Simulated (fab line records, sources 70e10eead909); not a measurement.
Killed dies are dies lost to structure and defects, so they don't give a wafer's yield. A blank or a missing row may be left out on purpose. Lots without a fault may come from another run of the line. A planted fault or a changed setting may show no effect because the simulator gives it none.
fab line records | flow nand_harc
record lots=5 wafers=15 last_day=23
route steps=1159 shown THIN_TSV@1116 END@1159
lots that met no fault: from a run of the same line without faults
start_h: hours from the record's first day to the start of the lot's first wafer shown | wait_h: hours since the lot's step before | " the same as in the row above | L1.1+2: a row that stands for several wafers | - no value, or no start given | * or withheld: withheld | < > ~ a bound
route shown NAME@n: a module of which the file shows steps, and the number in the route of the first | usual: mean/standard deviation of fault-free wafers | same: alike in all rows | chamber/n: place in a boat | sites: the reading at each site | _std_site: their standard deviation | _edge_site: outer sites' mean less inner sites' | radius_mm: how far each site lies from the wafer's centre | mask NAME#n: copy n | behind: the tool/chamber that last shaped the wafer | hold: why the lot was held/for how many hours/how that ended | device: the transistor (n, p or np) that didn't switch | end of line: the same wafers' tests at the end of the route | a step without rows: its recipe alone | killed: dies lost to structure and defects at the first sort, not the wafer's yield | map: a wafer's dies, x killed, . not, _ none there
set.NAME: the setting as run; set.NAME@STEP: as run at that earlier step | model.NAME: the simulator's own value behind a step, which no gauge read
lots at some steps of the route; a table a step, a row a wafer
services: from which hour (start_h, from the record's first day; less than 0 if before it) a tool's chamber was out of use, for how many hours, and why
## steps
# step NHARC_THIN_TSV_CD_MEAS_12
# recipe target_cd_nm=1000 landing_energy_ev=500
# usual cd_nm=1000.6/2
# columns lot.wafer tool chamber start_h wait_h cd_nm
L676.3 cd_sem-02 0 473.93 - 1001.4
L676.4 " 0 " " 1002.7
L676.5 " 0 " " 999.3
L677.2 cd_sem-03 0 491.61 - 998.9
L677.3 " 0 " " 997.7
L677.6 " 0 " " 999.9
L685.3 cd_sem-03 0 525.56 - 1003.0
L685.4 " 0 " " 997.2
L685.5 " 0 " " 1000.4
L681.3 cd_sem-03 0 526.77 - 1003.1
L681.4 " 0 " " 998.4
L681.6 " 0 " " 1002.9
L688.1 cd_sem-03 0 543.73 - 1006.1
L688.3 " 0 " " 1002.1
L688.6 " 0 " " 1003.7
# step NHARC_THIN_TSV_HARDBAKE_13
# recipe temp_c=125 time_s=80
# step NHARC_THIN_TSV_DESCUM_14
# recipe time_s=3 o2_flow_sccm=200 ar_flow_sccm=0 bias_power_w=0 chemistry=O2
# step NHARC_THIN_TSV_ETCH_44
# recipe target_depth_a=15942 time_s=797.1 cf4_flow_sccm=150 o2_flow_sccm=10 ar_flow_sccm=0 rf_w=300 bias_w=800 chemistry=CF4/O2
# step NHARC_THIN_TSV_ETCH_15
# recipe target_depth_a=30000 bosch_target_overetch_cycles=2 bosch_etch_step_s=2.8 bosch_dep_step_s=1.2 bosch_cycles=14
# usual drypump_motor_current_A=5.6/0.35
# same bosch_etch_step_s=2.8
# columns lot.wafer tool chamber start_h wait_h drypump_motor_current_A rf_hours_counter_h
L676.4 rie_si-04 3 474.76 - 5.5 0.2
L676.3 " 1 " " 5.3 0.1
L676.5 " 3 " " 5.5 -
L677.2 rie_si-04 0 492.43 - 6.2 0.3
L677.3 " 1 " " 5.3 0.2
L677.6 " 0 " " 6.3 -
L685.3 rie_si-04 3 526.39 - 5.5 0.7
L685.4 " 1 " " 5.3 0.4
L685.5 " 3 " " 5.5 -
L681.3 rie_si-03 3 527.59 - 5.9 0.0
L681.6 " 3 " " 5.9 -
L681.4 " 0 " " 5.2 -
L688.1 rie_si-05 0 544.56 - 5.6 1.2
L688.3 " 1 " " 5.2 1.1
L688.6 " 0 " " 5.6 -
# step NHARC_THIN_TSV_CD_MEAS_16
# usual cd_nm=1000.4/2.3
# columns lot.wafer tool chamber start_h wait_h cd_nm
L676.3 cd_sem-02 - 474.90 0.1 1000.9
L676.4 " - " " 1003.4
L676.5 " - " " 999.1
L677.2 cd_sem-02 - 492.57 0.1 998.4
L677.3 " - " " 997.1
L677.6 " - " " 999.5
L685.3 cd_sem-02 - 526.53 0.1 1002.8
L685.4 " - " " 997.3
L685.5 " - " " 1000.9
L681.3 cd_sem-01 - 527.75 0.1 1003.5
L681.4 " - " " 997.5
L681.6 " - " " 1003.0
L688.1 cd_sem-03 - 544.69 0.1 1004.5
L688.3 " - " " 1001.8
L688.6 " - " " 1004.5
# step NHARC_THIN_TSV_STRIP_45
# recipe power_w=1500 temp_c=250 chemistry=O2
# usual drypump_motor_current_A=6.1/0.33 heater_power_w=309/39 temp_c=250.02/0.18
# columns lot.wafer tool chamber start_h wait_h drypump_motor_current_A heater_power_w rf_hours_counter_h temp_c
L676.4 plasma_asher-02 1 475.07 0.2 6.1 297 - 250.34
L676.3 " 0 " " 5.7 269 - 250.06
L676.5 " 1 " " 6.1 301 - 250.40
L677.2 plasma_asher-02 1 492.69 0.1 6.1 294 46 250.24
L677.3 " 1 " " 6.0 296 - 249.95
L677.6 " 1 " " 6.1 300 - 250.08
L685.4 plasma_asher-01 1 526.69 0.2 6.5 332 - 249.88
L685.3 " 0 " " 6.5 377 - 250.23
L685.5 " 0 " " 6.5 377 - 250.22
L681.3 plasma_asher-02 1 527.91 0.2 6.1 293 - 249.93
L681.4 " 0 " " 5.7 272 - 249.94
L681.6 " 0 " " 5.7 264 - 249.77
L688.1 plasma_asher-01 0 545.49 0.8 6.4 378 30 249.87
L688.3 " 1 " " 6.4 320 - 249.66
L688.6 " 1 " " 6.5 326 - 249.75
# step NHARC_THIN_TSV_STRIP_46
# recipe time_s=1200 temp_c=72.5 chemistry=post_etch_residue_remover
# step NHARC_THIN_TSV_DEP_47
# recipe target_thk_a=2000 temp_c=withheld pressure_torr=6.5 rf_w=900 teos_flow_sccm=161.4 flow_sccm=2650 target_thk_nm=200 gas=O2 material=SiO2
# step NHARC_THIN_TSV_ETCHBACK_48
# recipe target_depth_a=10285 over_etch_frac=0.3 time_s=405.17 ion_energy_ev=250 c4f8_flow_sccm=withheld ar_flow_sccm=withheld rf_w=600 bias_w=300 chemistry=C4F8/Ar
# step NHARC_THIN_TSV_STRIP_62
# recipe power_w=1500 temp_c=250 time_s=20 chemistry=N2/H2
# step NHARC_THIN_TSV_DEGAS_49
# recipe temp_c=300 time_s=120
# step NHARC_THIN_TSV_PRE_CLEAN_50
# recipe time_s=30 temp_c=280 gas=H2/He
# usual heater_power_w=420/40
# columns lot.wafer tool chamber start_h wait_h heater_power_w
L676.4 pvd_sputter-03 - 477.09 - 424
L676.3 " - " " 404
L676.5 " - " " 423
L677.3 pvd_sputter-02 - 494.48 - 476
L677.2 " - " " 365
L677.6 " - " " 487
L685.4 pvd_sputter-03 - 528.55 - 395
L685.3 " - " " 430
L685.5 " - " " 398
L681.4 pvd_sputter-01 - 529.65 - 494
L681.3 " - " " 376
L681.6 " - " " 435
L688.1 pvd_sputter-02 - 547.33 - 480
L688.3 " - " " 452
L688.6 " - " " 421
# step NHARC_THIN_TSV_PVD_19
# recipe target_thk_a=200 chamber_pressure_pa=5 material=TaN
# step NHARC_THIN_TSV_PVD_51
# recipe target_thk_a=1000 chamber_pressure_pa=5 material=Cu
# step NHARC_THIN_TSV_ECD_20
# recipe target_thk_a=20000 material=Cu
# step NHARC_THIN_TSV_ANNEAL_52
# recipe temp_c=225 time_s=90
# usual wafer_temp_C_max=226.0/0.34
# columns lot.wafer tool chamber start_h wait_h wafer_temp_C_max
L676.3 rtp_anneal-02 0 478.28 0.5 225.8
L676.4 " 0 " " 225.9
L676.5 " 0 " " 225.8
L677.2 rtp_anneal-02 0 495.62 0.6 225.6
L677.3 " 0 " " 225.3
L677.6 " 0 " " 225.6
L685.3 rtp_anneal-01 0 529.75 0.4 226.0
L685.4 " 0 " " 226.2
L685.5 " 0 " " 226.8
L681.3 rtp_anneal-01 0 530.84 0.5 226.1
L681.4 " 0 " " 226.5
L681.6 " 0 " " 226.3
L688.1 rtp_anneal-01 0 548.54 0.7 226.5
L688.3 " 0 " " 226.5
L688.6 " 0 " " 226.4
# step NHARC_THIN_TSV_CMP_21
# recipe t_overpolish_s=30 target_thk_nm=2000
# step NHARC_THIN_TSV_SRD_23
# step NHARC_THIN_TSV_DEGAS_53
# recipe temp_c=300 time_s=60
# usual heater_power_w=473/41
# columns lot.wafer tool chamber start_h wait_h heater_power_w
L676.3 pvd_sputter-02 - 479.00 0.1 493
L676.4 " - " " 551
L676.5 " - " " 418
L677.2 pvd_sputter-03 - 496.38 0.1 488
L677.3 " - " " 494
L677.6 " - " " 461
L685.4 pvd_sputter-01 - 530.46 0.1 429
L685.3 " - " " 487
L685.5 " - " " 570
L681.4 pvd_sputter-03 - 531.54 0.1 460
L681.3 " - " " 504
L681.6 " - " " 501
L688.1 pvd_sputter-01 - 549.35 0.1 403
L688.3 " - " " 559
L688.6 " - " " 480
# step NHARC_THIN_TSV_PRE_CLEAN_54
# recipe time_s=30 temp_c=280 gas=H2/He
# step NHARC_THIN_TSV_PVD_55
# recipe target_thk_a=500 material=TiN
# step NHARC_THIN_TSV_PVD_24
# recipe target_thk_a=8000 power_w=withheld chamber_pressure_pa=withheld substrate_temp_c=withheld time_s=withheld gas=Ar material=Al
# step NHARC_THIN_TSV_DEHYDRATE_25
# recipe temp_c=150 time_s=120
# step NHARC_THIN_TSV_HMDS_26
# recipe time_s=30
# step NHARC_THIN_TSV_COAT_27
# recipe spin_rpm=*
# step NHARC_THIN_TSV_SOFTBAKE_28
# recipe temp_c=122 time_s=95
# step NHARC_THIN_TSV_EBR_29
# step NHARC_THIN_TSV_EXPOSE_30
# recipe na=0.55 dose_mj=11.47 mask_id=PAD
# step NHARC_THIN_TSV_PEB_31
# recipe peb_temp_c=118 peb_time_s=85
# step NHARC_THIN_TSV_DEVELOP_32
# recipe time_s=70
# step NHARC_THIN_TSV_CD_MEAS_33
# recipe target_cd_nm=5000 landing_energy_ev=500
# usual cd_nm=5000/3.7
# columns lot.wafer tool chamber start_h wait_h cd_nm
L676.3 cd_sem-01 0 480.01 - 5003
L676.4 " 0 " " 5005
L676.5 " 0 " " 5007
L677.2 cd_sem-01 0 497.45 - 4994
L677.3 " 0 " " 4996
L677.6 " 0 " " 4999
L685.3 cd_sem-03 0 531.61 - 5005
L685.4 " 0 " " 4999
L685.5 " 0 " " 5001
L681.3 cd_sem-03 0 532.70 - 5004
L681.4 " 0 " " 5008
L681.6 " 0 " " 5002
L688.1 cd_sem-02 0 550.68 - 4999
L688.3 " 0 " " 4999
L688.6 " 0 " " 4998
# step NHARC_THIN_TSV_HARDBAKE_34
# recipe temp_c=125 time_s=80
# step NHARC_THIN_TSV_DESCUM_35
# recipe time_s=3 o2_flow_sccm=200 ar_flow_sccm=0 bias_power_w=0 chemistry=O2
# step NHARC_THIN_TSV_ETCH_59
# recipe target_depth_a=8800 icp_w=900 bias_w=100 Cl2_flow_sccm=60 bcl3_flow_sccm=30 time_s=138.1 chemistry=Cl2/BCl3
# usual drypump_motor_current_A=5.7/0.57 oes_product_au=1.001/0.014 throttle_valve_pct=22.264/0.0099
# columns lot.wafer tool chamber start_h wait_h drypump_motor_current_A oes_product_au rf_hours_counter_h throttle_valve_pct
L676.3 rie_metal-03 1 480.38 0.2 6.3 1.016 - 22.254
L676.4 " 0 " " 4.8 1.003 - 22.262
L676.5 " 1 " " 6.3 1.007 - 22.273
L677.2 rie_metal-03 0 497.73 0.1 4.8 0.996 1.0 22.273
L677.3 " 1 " " 6.3 0.990 - 22.273
L677.6 " 1 " " 6.3 0.993 - 22.261
L685.3 rie_metal-02 0 531.96 0.1 6.0 1.007 - 22.257
L685.4 " 1 " " 5.9 1.009 - 22.259
L685.5 " 1 " " 5.9 1.010 - 22.269
L681.4 rie_metal-03 1 533.05 0.1 6.3 1.009 - 22.263
L681.3 " 0 " " 4.8 0.998 - 22.255
L681.6 " 1 " " 6.3 1.009 - 22.275
L688.1 rie_metal-03 0 551.00 0.1 4.8 1.004 2.7 22.268
L688.3 " 1 " " 6.3 1.015 - 22.267
L688.6 " 1 " " 6.4 1.005 - 22.271
# step NHARC_THIN_TSV_ETCH_36
# recipe target_depth_a=650 over_etch_frac=0.3 time_s=18.571 ion_energy_ev=150 chemistry=Cl2/BCl3
# step NHARC_THIN_TSV_STRIP_56
# recipe power_w=1500 temp_c=250 chemistry=O2
# step NHARC_THIN_TSV_STRIP_57
# recipe time_s=1200 temp_c=72.5 chemistry=post_etch_residue_remover
# step NHARC_THIN_TSV_CD_MEAS_37
# usual cd_nm=5001/4.6
# columns lot.wafer tool chamber start_h wait_h cd_nm
L676.3 cd_sem-03 - 481.54 - 5003
L676.4 " - " " 5008
L676.5 " - " " 5006
L677.2 cd_sem-03 - 498.89 - 4991
L677.3 " - " " 4994
L677.6 " - " " 5001
L685.3 cd_sem-02 - 533.06 - 5007
L685.4 " - " " 4996
L685.5 " - " " 5004
L681.3 cd_sem-01 - 534.14 - 5008
L681.4 " - " " 5004
L681.6 " - " " 5006
L688.1 cd_sem-02 - 552.11 - 5004
L688.3 " - " " 5000
L688.6 " - " " 5002
# step NHARC_THIN_TSV_ANNEAL_58
# recipe temp_c=400 time_s=1800
# step NHARC_END_SORT_01
# recipe temp_c=25
# usual defect_limited_yield=95.7/1.5 killed_at_array=25/10 killed_at_other=0.6/0.91 killed_at_periphery=3.6/2.9 killed_dies=29/10 killed_open=3.3/2 killed_short=1.9/1.5 sort_bin_2_pct=1.3/0.61 sort_bin_3_pct=0.26/0.19 sort_bin_4_pct=2.7/1 sort_n_pass=648/10 sort_rim_yield_pct=94/3.2 sort_yield_pct=95.7/1.5
# same gross_dies=677 sort_bin_5_pct[%]=0 sort_bin_6_pct[%]=0 sort_bin_7_pct[%]=0 sort_bin_8_pct[%]=0 sort_rim_n_gross=106.00
# columns lot.wafer tool chamber start_h wait_h defect_limited_yield[%] killed_at_array killed_at_other killed_at_periphery killed_dies killed_open killed_short sort_bin_2_pct[%] sort_bin_3_pct[%] sort_bin_4_pct[%] sort_n_pass sort_rim_yield_pct[%] sort_yield_pct[%]
L685.3 prober-01 0 541.91 3.1 95.7 24 1 4 29 2 5 0.9 0.44 3.0 648 94 95.7
L681.3 prober-02 0 541.97 3.1 94.4 33 4 1 38 3 2 2.4 0.15 3.1 639 99 94.4
L681.4 prober-02 0 542.76 3.4 95.4 29 0 2 31 3 5 1.8 0.30 2.5 646 92 95.4
L681.6 prober-02 0 544.35 4.0 95.4 26 2 3 31 3 1 2.1 0.44 2.1 646 98 95.4
L688.6 prober-02 0 563.23 3.9 88.3 19 59 1 79 6 0 4.6 2.95 4.1 598 82 88.3
# killed by level:class
L685.3 A_CHANNEL_HOLE_D1:chamber_film_flake=9 A_STAIRCASE:chamber_film_flake=4 A_CONTACT:chamber_film_flake=3 A_BLC:chamber_film_flake=3 P_GATE:chamber_film_flake=2 P_CONTACT:geometric_particle:open=1 P_M0:geometric_particle:short=1 A_ONON_D1:geometric_particle:short=1
L681.3 A_CHANNEL_HOLE_D1:chamber_film_flake=17 A_STAIRCASE:chamber_film_flake=6 A_SLIT:chamber_film_flake=3 THIN_TSV:chamber_film_flake=3 A_CONTACT:chamber_film_flake=2 P_CONTACT:geometric_particle:short=1 A_SGD_CUT:geometric_particle:open=1 A_WL_FILL:geometric_particle:short=1
L681.4 A_CHANNEL_HOLE_D1:chamber_film_flake=8 A_STAIRCASE:chamber_film_flake=4 A_SLIT:chamber_film_flake=3 A_BLC:chamber_film_flake=3 A_CHANNEL_FILL_D1:geometric_particle:short=2 A_WL_FILL:chamber_film_flake=2 A_CONTACT:chamber_film_flake=2 P_CONTACT:geometric_particle:short=1
L681.6 A_CHANNEL_HOLE_D1:chamber_film_flake=16 A_CONTACT:chamber_film_flake=3 A_STAIRCASE:chamber_film_flake=3 A_BLC:chamber_film_flake=2 P_CONTACT:geometric_particle:open=1 A_ONON_D1:geometric_particle:short=1 A_WL_FILL:geometric_particle:open=1 P_STI:chamber_film_flake=1
L688.6 THIN_TSV:unspecified=59 A_CHANNEL_HOLE_D1:chamber_film_flake=5 A_BLC:chamber_film_flake=3 A_CONTACT:geometric_particle:open=2 A_M0:geometric_particle:open=2 A_STAIRCASE:chamber_film_flake=2 A_SOURCE_PLATE:geometric_particle:open=1 A_CHANNEL_FILL_D1:geometric_particle:open=1
# map L688.6 (x killed, . not)
____________.____________
_________......._________
_______.....x....._______
______.............______
_____..............._____
____x..............x.____
____...x......x......____
___...................___
___..x................___
__.....................__
__.....................__
_......................._
_......................._
_x....x................._
_......................._
_.............x........._
.........................
.........................
.................x.......
...x.x...................
.........................
_......................._
_......................._
_......................._
_......................._
_......................._
__.....................__
__..........xx....x....__
___........xx..x......___
___......xx.xxx..xx...___
____......xxxxxx.....____
____.....xxxxxxxx....____
_____..xxxxxxxxxx..x_____
______..xxxxxxxxxxx______
_______.xxxxxxxxxx_______
_________xxxxxxx_________
____________x____________
# map L677.3 (x killed, . not)
____________.____________
_________......._________
_______..........._______
______...........x.______
_____..............._____
____.................____
____.........x.......____
___...................___
___...................___
__............x........__
__.....................__
_.x....................._
_......................._
_.x.x...x..............._
_.x..x...x..........x..._
_...x.x..........x......_
................x........
..xxx....................
.........................
.........................
.........................
_.......x..............._
_......................._
_x......................_
_...xx.................._
_......................._
__.....................__
__.....................__
___...................___
___...................___
____.................____
____.................____
_____..............._____
______.............______
_______.......x..._______
_________......._________
____________.____________
## services
# columns tool chamber start_h hours kind
rie_metal-03 - 453.00 9.0 pm
rie_metal-03 0 453.00 9.0 vent_cycle
rie_metal-03 1 453.00 9.0 vent_cycle
plasma_asher-01 - 453.05 9.0 pm
rie_si-04 - 454.95 9.0 pm
pvd_sputter-03 - 458.08 10.0 pm
rie_metal-03 0 462.00 - clean
rie_metal-03 1 462.00 - clean
rie_si-04 1 464.88 5.6 repair
rie_metal-02 1 492.98 2.1 repair
rie_si-04 1 493.85 7.5 repair
rie_si-03 2 503.02 25.1 repair
pvd_sputter-01 - 506.66 4.6 repair
rie_si-03 - 509.00 9.0 pm
pvd_sputter-01 - 514.02 10.0 pm
rie_si-05 3 523.76 15.7 repair
pvd_sputter-02 - 529.72 0.5 repair
rie_si-03 3 531.63 3.1 repair
rie_si-03 2 533.09 5.8 repair
plasma_asher-02 - 537.02 9.0 pm
pvd_sputter-03 - 545.79 7.3 repair
plasma_asher-01 - 548.32 18.6 repair
rie_si-05 - 549.16 0.1 repair
rie_si-03 - 550.83 0.2 repair
## key
first_sign step=NHARC_END_SORT_01 reading=killed_at_other direction=up sigmas=58 usual=0.6 struck=59
effect step=NHARC_END_SORT_01 reading=defect_limited_yield direction=down sigmas=4.8 usual=95.7 struck=88.3
more_kills_born_at NHARC_THIN_TSV_PRE_CLEAN_50@pvd_sputter-02=59
met_at NHARC_THIN_TSV_PRE_CLEAN_50
struck_wafers L688.6
fault kind=chamber_particle_source tool=pvd_sputter-02 chamber=- onset_h=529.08 steps=NHARC_THIN_TSV_PRE_CLEAN_50 rate_per_visit_cm2=1.3002 end_h=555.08 scope=struck_wafers_only
